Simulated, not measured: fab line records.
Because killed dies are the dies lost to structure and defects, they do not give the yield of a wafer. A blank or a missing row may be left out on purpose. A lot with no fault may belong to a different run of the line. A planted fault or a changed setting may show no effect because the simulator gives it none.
A sampling plan put to the test ; flow nandHarc ; each of the 20 faults these records tell of, on one fab line, judged from the records of the lots it struck
The line's own looks make up the plan; these are the steps of the route where a gauge or inspection reads the wafer and leaves it unchanged. A look is open to judgement when struck wafers have a number at it and the file gives its usual mean and standard deviation on fault-free wafers. Caught: 4 or more of those standard deviations (sigma) separate the usual mean from the mean of the struck wafers at a look after the fault's first step. On the tool: the fault's steps, tested the same way using the tool's own readings. A different recipe on the struck wafers counts as caught too, as does a record blank only for those wafers.

THE FAULTS, as the simulator had put them in
1. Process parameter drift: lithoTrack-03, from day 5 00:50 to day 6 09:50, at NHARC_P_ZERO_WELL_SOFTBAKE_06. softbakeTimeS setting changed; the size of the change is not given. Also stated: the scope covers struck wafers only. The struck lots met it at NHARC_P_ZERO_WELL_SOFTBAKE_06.
2. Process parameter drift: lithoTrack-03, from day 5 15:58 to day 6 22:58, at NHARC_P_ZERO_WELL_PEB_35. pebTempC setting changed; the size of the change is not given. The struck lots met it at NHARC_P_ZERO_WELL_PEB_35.
3. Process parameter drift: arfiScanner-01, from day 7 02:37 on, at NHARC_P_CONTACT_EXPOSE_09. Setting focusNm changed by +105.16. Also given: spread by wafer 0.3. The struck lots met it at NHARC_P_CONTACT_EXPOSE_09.
4. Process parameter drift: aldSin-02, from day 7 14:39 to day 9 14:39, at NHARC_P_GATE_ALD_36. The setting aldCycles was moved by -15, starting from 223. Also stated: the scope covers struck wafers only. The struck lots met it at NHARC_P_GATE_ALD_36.
5. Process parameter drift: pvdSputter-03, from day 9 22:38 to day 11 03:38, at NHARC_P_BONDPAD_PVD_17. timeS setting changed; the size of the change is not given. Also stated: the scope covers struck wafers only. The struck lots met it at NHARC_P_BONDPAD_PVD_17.
6. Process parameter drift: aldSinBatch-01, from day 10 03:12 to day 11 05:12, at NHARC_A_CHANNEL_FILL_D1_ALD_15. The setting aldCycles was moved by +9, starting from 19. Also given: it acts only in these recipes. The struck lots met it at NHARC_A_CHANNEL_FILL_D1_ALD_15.
7. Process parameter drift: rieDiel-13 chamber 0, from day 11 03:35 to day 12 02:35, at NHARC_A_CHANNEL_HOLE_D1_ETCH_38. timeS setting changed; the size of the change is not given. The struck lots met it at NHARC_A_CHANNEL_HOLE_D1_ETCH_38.
8. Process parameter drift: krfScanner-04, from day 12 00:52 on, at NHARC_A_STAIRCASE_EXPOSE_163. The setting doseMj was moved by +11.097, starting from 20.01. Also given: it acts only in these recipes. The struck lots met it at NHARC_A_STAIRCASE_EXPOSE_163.
9. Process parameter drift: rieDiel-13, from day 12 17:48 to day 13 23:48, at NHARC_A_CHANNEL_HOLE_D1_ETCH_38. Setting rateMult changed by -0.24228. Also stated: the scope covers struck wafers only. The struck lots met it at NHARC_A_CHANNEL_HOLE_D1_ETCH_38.
10. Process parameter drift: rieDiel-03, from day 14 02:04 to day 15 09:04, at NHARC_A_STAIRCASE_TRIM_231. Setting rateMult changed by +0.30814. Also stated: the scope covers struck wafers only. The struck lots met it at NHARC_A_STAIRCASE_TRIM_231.
11. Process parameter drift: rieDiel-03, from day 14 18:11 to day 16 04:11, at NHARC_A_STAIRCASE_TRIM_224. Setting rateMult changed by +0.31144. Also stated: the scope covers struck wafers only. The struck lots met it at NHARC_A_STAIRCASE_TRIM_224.
12. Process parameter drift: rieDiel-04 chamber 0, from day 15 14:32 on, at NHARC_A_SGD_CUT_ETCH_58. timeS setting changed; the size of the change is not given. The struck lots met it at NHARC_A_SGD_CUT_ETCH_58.
13. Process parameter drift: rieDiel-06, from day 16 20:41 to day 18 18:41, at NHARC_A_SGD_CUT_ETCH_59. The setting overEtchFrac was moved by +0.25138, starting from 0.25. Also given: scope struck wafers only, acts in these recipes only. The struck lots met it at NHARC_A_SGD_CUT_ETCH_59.
14. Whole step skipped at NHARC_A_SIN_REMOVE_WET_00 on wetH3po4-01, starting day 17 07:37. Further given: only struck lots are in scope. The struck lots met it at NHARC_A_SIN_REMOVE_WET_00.
15. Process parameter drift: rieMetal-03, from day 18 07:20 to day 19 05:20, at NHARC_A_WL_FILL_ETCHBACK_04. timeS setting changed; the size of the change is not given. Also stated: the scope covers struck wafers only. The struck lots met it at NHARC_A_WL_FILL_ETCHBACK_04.
16. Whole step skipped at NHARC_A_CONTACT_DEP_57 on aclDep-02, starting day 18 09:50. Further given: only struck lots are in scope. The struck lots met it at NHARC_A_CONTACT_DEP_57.
17. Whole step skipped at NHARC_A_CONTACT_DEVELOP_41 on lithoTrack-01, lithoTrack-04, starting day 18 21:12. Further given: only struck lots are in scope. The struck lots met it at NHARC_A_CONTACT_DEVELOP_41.
18. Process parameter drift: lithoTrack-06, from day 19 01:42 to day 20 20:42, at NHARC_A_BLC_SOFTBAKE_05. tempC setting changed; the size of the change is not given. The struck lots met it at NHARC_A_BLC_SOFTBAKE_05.
19. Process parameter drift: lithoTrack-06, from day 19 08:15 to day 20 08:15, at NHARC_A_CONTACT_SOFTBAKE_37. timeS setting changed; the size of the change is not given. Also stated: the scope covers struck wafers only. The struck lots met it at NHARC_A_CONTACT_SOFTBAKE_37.
20. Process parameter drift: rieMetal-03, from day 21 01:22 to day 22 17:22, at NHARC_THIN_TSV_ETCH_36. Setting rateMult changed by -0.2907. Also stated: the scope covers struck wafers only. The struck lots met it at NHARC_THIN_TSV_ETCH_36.

WHAT THE PLAN SAW
fault;on the tool itself;first look that catches it;reading, sigma;median hours from its first step to that look;hours from the fault's start to the first struck lot there;judged looks passed uncaught
1;heaterPowerTotalW +19 sigma;not the one look that can be judged after it;-;-;-;1
2;plateTempC -6.0 sigma;not the one look that can be judged after it;-;-;-;1
3;exposureDoseMJCm2 +32 sigma;NHARC_END_SORT_01;killedAtPeriphery +9.4;326.3;354;0
4;under 2 sigma;not the one look that can be judged after it;-;-;-;1
5;under 2 sigma;none of the 2 looks that can be judged after it;strongest: killedShort at NHARC_END_SORT_01, +2.2;-;-;2
6;under 2 sigma;no look after it can be judged;-;-;-;0
7;runLengthS -39 sigma;none of the 2 looks that can be judged after it;-;-;-;2
8;exposureDoseMJCm2 +99 or beyond sigma;no look after it can be judged;-;-;-;0
9;oesProductAu -11 sigma;not the one look that can be judged after it;-;-;-;1
10;oesProductAu +16 sigma;not the one look that can be judged after it;-;-;-;1
11;oesProductAu +15 sigma;not the one look that can be judged after it;-;-;-;1
12;runLengthS -35 sigma;not the one look that can be judged after it;-;-;-;1
13;under 2 sigma;no look after it can be judged;-;-;-;0
14;the tool's record is blank for the struck wafers;no look after it can be judged;-;-;-;0
15;runLengthS -32 sigma;not the one look that can be judged after it;-;-;-;1
16;the tool's record is blank for the struck wafers;no look after it can be judged;-;-;-;0
17;the tool's record is blank for the struck wafers;no look after it can be judged;-;-;-;0
18;heaterPowerTotalW +29 sigma;none of the 2 looks that can be judged after it;strongest: killedOpen at NHARC_END_SORT_01, +2.0;-;-;2
19;heaterPowerTotalW +99 or beyond sigma;no look after it can be judged;-;-;-;0
20;oesProductAu -17 sigma;none of the 2 looks that can be judged after it;-;-;-;2
A dash: the fault is not caught, or the number is missing from these records.

Caught at a look: 1 of 20. Caught on the tool: 16 of 20. By one or the other: 16 of 20.
Caught on the tool alone: faults 1, 2, 7, 8, 9, 10, 11, 12, 14, 15, 16, 17, 18, 19, 20.
Caught by neither: faults 4, 5, 6, 13.

THINNER SAMPLING
If the look that catches a fault measured only every second or every third lot, by lot number, the first struck lot would be measured this late in the worst case:
fault;struck lots at that look, in order of time;every lot;every second lot;every third lot
3;L279;354 h;may miss it;may miss it
Hours are from the fault's start to the first struck lot that is measured. The limit of 4 sigma was tested on all struck wafers together, so one lot alone may lie under it. Other struck lots may not be in these records.

THE LONGEST TIMED WAY FROM STEP TO LOOK
Fault 3: a median of 326.3 hours passes between NHARC_P_CONTACT_EXPOSE_09 and NHARC_END_SORT_01. No look between them can be judged.
